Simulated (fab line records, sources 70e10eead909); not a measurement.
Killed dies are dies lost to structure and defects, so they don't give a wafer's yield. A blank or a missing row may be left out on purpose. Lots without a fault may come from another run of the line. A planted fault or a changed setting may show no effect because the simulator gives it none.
Which tool did it? | flow nand_harc | 13 lots, 39 wafers sampled, at 5 steps of a route of 1302

WHAT THE GAUGES READ, wafer by wafer
NHARC_A_M1_THK_MEAS_24: measures by xrf. Usual: thk_nm 154.7 nm, standard deviation 1.4.
lot  | measured     | on            | thk_nm (nm)       | flag
L137 | day 23 18:23 | film_metro-02 | 155.2 150.8 154.9 |
L139 | day 23 21:17 | film_metro-01 | 156.5 152.0 153.5 |
L138 | day 24 00:43 | film_metro-02 | 153.3 156.0 154.9 |
L140 | day 24 07:58 | film_metro-02 | 153.9 154.2 154.5 |
L142 | day 25 18:26 | film_metro-01 | 155.6 157.3 156.4 |
L141 | day 25 20:37 | film_metro-01 | 157.0 154.9 155.3 |
L144 | day 26 22:20 | film_metro-01 | 153.0 156.8 154.7 |
L145 | day 27 00:28 | film_metro-01 | 154.9 157.0 155.2 |
L147 | day 27 03:25 | film_metro-01 | 155.3 154.3 156.2 |
L151 | day 29 06:55 | film_metro-02 | 155.5 156.6 154.1 |
L152 | day 29 12:50 | film_metro-01 | 154.3 154.2 154.4 |
L153 | day 30 03:43 | film_metro-01 | 153.0 155.5 153.3 |
L156 | day 30 19:49 | film_metro-02 | 154.4 155.4 154.9 |

NHARC_THIN_TSV_CD_MEAS_12: target cd 1000 nm. Usual: cd_nm 1000.5 nm, standard deviation 1.7.
lot  | measured     | on        | cd_nm (nm)           | flag
L137 | day 24 12:34 | cd_sem-03 | 1002.5 1001.5 1001.4 |
L139 | day 24 15:51 | cd_sem-01 | 999.3 998.2 998.3    |
L138 | day 24 16:56 | cd_sem-03 | 1003.2 1000.5 1000.5 |
L140 | day 25 02:33 | cd_sem-01 | 1000.1 999.6 1000.6  |
L142 | day 26 11:50 | cd_sem-01 | 999.5 999.6 1003.7   |
L141 | day 26 12:55 | cd_sem-01 | 1001.9 1003.3 1002.7 |
L144 | day 27 16:19 | cd_sem-03 | 999.7 1002.2 999.9   |
L145 | day 27 15:07 | cd_sem-01 | 1004.4 1002.2 999.9  |
L147 | day 27 21:32 | cd_sem-01 | 998.0 1001.0 999.5   |
L151 | day 30 01:53 | cd_sem-03 | 1002.5 1003.4 999.9  |
L152 | day 30 05:47 | cd_sem-01 | 1000.0 999.3 999.4   |
L153 | day 30 20:46 | cd_sem-01 | 999.7 1000.1 1002.4  |
L156 | day 31 13:38 | cd_sem-03 | 1001.7 999.0 1000.4  |

NHARC_END_SORT_01. Usual: defect_limited_yield 90 %, standard deviation 3.4; killed_at_array 62, standard deviation 22; killed_at_other 1.0, standard deviation 1.4; killed_at_periphery 4.2, standard deviation 2.8; killed_dies 67, standard deviation 23; killed_open 3.1, standard deviation 1.7; killed_short 2.1, standard deviation 1.5.
lot  | measured     | on        | defect_limited_yield (%) | killed_at_array | killed_at_other | killed_at_periphery | killed_dies | killed_open | killed_short | flag
L153 | day 31 11:38 | prober-01 | 82 86 81                 | 29 20 32        | 93 74 95        | 2 1 1               | 124 95 128  | 3 4 4       | 2 0 2        | OFF
L156 | day 32 05:26 | prober-02 | 77 75 82                 | 59 65 49        | 95 96 71        | 4 6 4               | 158 167 124 | 3 3 2       | 1 1 3        | OFF

WHICH TOOL RAN EACH LOT (tool, then ch and the chambers of the sampled wafers, then the start)
lot  | NHARC_A_M1_ETCH_28                            | NHARC_THIN_TSV_DEP_47
L137 | rie_diel-11 ch 0,1,3, day 23 18:23 or earlier | pecvd-02 ch 0,1, day 24 14:29
L139 | rie_diel-10 ch 0,1,2, day 23 21:17 or earlier | pecvd-02 ch 0,1,2, day 24 17:41
L138 | rie_diel-12 ch 1,2,3, day 24 00:43 or earlier | pecvd-02 ch 0,2, day 24 18:53
L140 | rie_diel-12 ch 0,2,3, day 24 07:58 or earlier | pecvd-01 ch 0,1,2, day 25 04:23
L142 | rie_diel-12 ch 0,2, day 25 18:26 or earlier   | pecvd-02 ch 0,1, day 26 13:43
L141 | rie_diel-12 ch 2,3, day 25 20:37 or earlier   | pecvd-02 ch 0,1,2, day 26 14:47
L144 | rie_diel-12 ch 1,2, day 26 22:20 or earlier   | pecvd-01 ch 0,1,2, day 27 18:11
L145 | rie_diel-11 ch 1,3, day 26 22:37              | pecvd-01 ch 0,1, day 27 16:58
L147 | rie_diel-11 ch 2,3, day 27 03:25 or earlier   | pecvd-02 ch 0,1,2, day 27 23:37
L151 | rie_diel-12 ch 0,2,3, day 29 06:55 or earlier | pecvd-04 ch 0,1, day 30 03:43
L152 | rie_diel-10 ch 0,1,2, day 29 12:50 or earlier | pecvd-02 ch 0,1,2, day 30 07:37
L153 | rie_diel-12 ch 1,2, day 30 03:43 or earlier   | pecvd-02 ch 0,2, day 30 22:35
L156 | rie_diel-12 ch 0,1, day 30 19:49 or earlier   | pecvd-02 ch 0,2, day 31 15:34
- NHARC_A_M1_ETCH_28: etches the open film in CF4/N2, target depth 30 nm, time 72.99 s.
- NHARC_THIN_TSV_DEP_47: deposits SiO2, target thk 200 nm.

WHAT THE TOOLS THEMSELVES READ (means of the sampled wafers that have a number; where no wafer has one, the mark that the record gives instead)
NHARC_A_M1_ETCH_28. Usual: cf4_flow_sccm 50.02 sccm, standard deviation 0.14; drypump_motor_current_A 5.6 A, standard deviation 0.39; mfc_ar_sccm 149.9 sccm, standard deviation 0.38; oes_product_au 1.001 a.u., standard deviation 0.0093; rf_vpp_V 314.5 V, standard deviation 1.9; showerhead_plenum_p_Torr 2.65 Torr, standard deviation 0.1; throttle_valve_pct 19.795 %, standard deviation 0.0085.
lot  | tool        | cf4_flow_sccm (sccm) | drypump_motor_current_A (A) | mfc_ar_sccm (sccm) | oes_product_au (a.u.) | rf_vpp_V (V) | showerhead_plenum_p_Torr (Torr) | throttle_valve_pct (%) | flag
L137 | rie_diel-11 | 50.05                | 5.3                         | 149.8              | 0.998                 | 315.1        | 2.70                            | 19.795                 |
L139 | rie_diel-10 | 50.13                | 6.0                         | 150.4              | 1.001                 | 313.1        | 2.57                            | 19.801                 |
L138 | rie_diel-12 | 50.14                | 5.5                         | 150.3              | 0.998                 | 314.4        | 2.66                            | 19.801                 |
L140 | rie_diel-12 | 49.82                | 5.4                         | 149.7              | 0.999                 | 314.6        | 2.63                            | 19.787                 |
L142 | rie_diel-12 | 50.17                | 5.3                         | 149.8              | 1.003                 | 313.1        | 2.56                            | 19.805                 |
L141 | rie_diel-12 | 49.96                | 5.5                         | 149.4              | 0.994                 | 315.5        | 2.70                            | 19.796                 |
L144 | rie_diel-12 | 49.86                | 5.4                         | 149.8              | 0.999                 | 314.2        | 2.61                            | 19.799                 |
L145 | rie_diel-11 | 50.17                | 5.3                         | 150.4              | 1.009                 | 316.2        | 2.73                            | 19.791                 |
L147 | rie_diel-11 | 50.14                | 5.8                         | 149.7              | 1.005                 | 317.0        | 2.79                            | 19.796                 |
L151 | rie_diel-12 | 49.96                | 5.4                         | 149.8              | 1.008                 | 314.2        | 2.63                            | 19.798                 |
L152 | rie_diel-10 | 50.02                | 6.0                         | 149.7              | 1.008                 | 312.5        | 2.57                            | 19.789                 |
L153 | rie_diel-12 | 50.09                | 5.4                         | 150.0              | 1.005                 | 314.8        | 2.61                            | 19.790                 |
L156 | rie_diel-12 | 49.98                | 5.5                         | 150.1              | 0.990                 | 314.3        | 2.62                            | 19.787                 |

NHARC_THIN_TSV_DEP_47. Usual: throttle_valve_pct 15.8 %, standard deviation 0.55.
lot  | tool     | throttle_valve_pct (%) | flag
L137 | pecvd-02 | 15.4                   |
L139 | pecvd-02 | 15.6                   |
L138 | pecvd-02 | 15.4                   |
L140 | pecvd-01 | 16.0                   |
L142 | pecvd-02 | 15.1                   |
L141 | pecvd-02 | 15.4                   |
L144 | pecvd-01 | 16.1                   |
L145 | pecvd-01 | 16.1                   |
L147 | pecvd-02 | 15.4                   |
L151 | pecvd-04 | 15.5                   |
L152 | pecvd-02 | 15.7                   |
L153 | pecvd-02 | 15.4                   |
L156 | pecvd-02 | 15.4                   |

THE ANSWER, worked out from the rows above alone
Rule: a lot is off if the mean of its wafers that have a number lies more than 3 standard deviations from the usual mean. A lot without any number at a reading at which 4 lots or more have one is off too. The other lots that the step has rows for count as sound. The gauges are gone through in route order, then the tools' own readings, and for those a lot's mean is taken as printed above. The first step at which some lot is off is used, and at that step the reading that is off furthest; a lot without a number counts as furthest.
Off: L153, L156, at NHARC_END_SORT_01 (killed_at_other). Neither off nor sound, because the step has no rows for them: L137, L139, L138, L140, L142, L141, L144, L145, L147, L151, L152.
A tool fits if, at a process step before that reading, it ran every lot that is off, and no sound lot after the first of them. The gauges at NHARC_END_SORT_01 are tried like those tools. NHARC_A_M1_ETCH_28 gives no start for some lots, so the hours and the order of its lots are those of NHARC_A_M1_THK_MEAS_24. Can't be told from this: 2 tools fit, rie_diel-12 at NHARC_A_M1_ETCH_28, pecvd-02 at NHARC_THIN_TSV_DEP_47.

WHAT THE SIMULATOR HAD PUT IN
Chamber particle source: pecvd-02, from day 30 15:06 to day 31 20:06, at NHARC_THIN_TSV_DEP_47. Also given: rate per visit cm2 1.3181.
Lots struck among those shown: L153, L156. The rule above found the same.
